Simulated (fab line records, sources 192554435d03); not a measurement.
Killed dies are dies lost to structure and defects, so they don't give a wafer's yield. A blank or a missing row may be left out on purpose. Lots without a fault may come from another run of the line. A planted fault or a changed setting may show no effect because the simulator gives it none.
Chamber matching | flow n5_finfet | N5_BEOL_M12_ILD_DEP_00 on pecvd-03: 3 sister chambers
The step deposits SiOC from DEMS/O2, target thk 658.92 nm, time 130.7 s. 3 wafers are shown with their chamber, then 7 later ones without.

WAFERS WITH THEIR CHAMBER
wafer  | chamber | throttle_valve_pct (%)
L338.2 | 1       | 12.5
L336.1 | 0       | 11.5
L336.4 | 2       | 11.7

WAFERS WITHOUT THEIR CHAMBER
wafer  | throttle_valve_pct (%)
L336.6 | 11.6
L342.1 | 12.0
L342.5 | 11.7
L342.6 | 11.7
L343.2 | 11.7
L343.4 | 11.6
L343.6 | 11.8

WHICH CHAMBER EACH WENT THROUGH
wafer  | from the rows above          | in truth
L336.6 | can't be placed: 0 or 2      | 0
L342.1 | can't be placed: 2 or 0 or 1 | 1
L342.5 | can't be placed: 2 or 0      | 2
L342.6 | can't be placed: 2 or 0      | 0
L343.2 | can't be placed: 2 or 0      | 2
L343.4 | can't be placed: 0 or 2      | 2
L343.6 | can't be placed: 2 or 0      | 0
Placed correctly: 0 of 7. Can't be placed from these rows: 7 (the true chamber is among the candidates in 7). Placed wrongly: 0.
How it was worked out, from the rows above alone: a wafer's distance from a chamber is the root of the sum, over the readings, of the square of ((its reading less the chamber's mean) divided by the reading's scatter). The wafer belongs to the nearest chamber; if the next one is less than 2 further off, it can't be placed. A chamber's mean is the mean of its shown wafers. The scatter: with one shown wafer a chamber, the root of the mean of the squares of how far each hidden wafer lies from its nearest shown one.
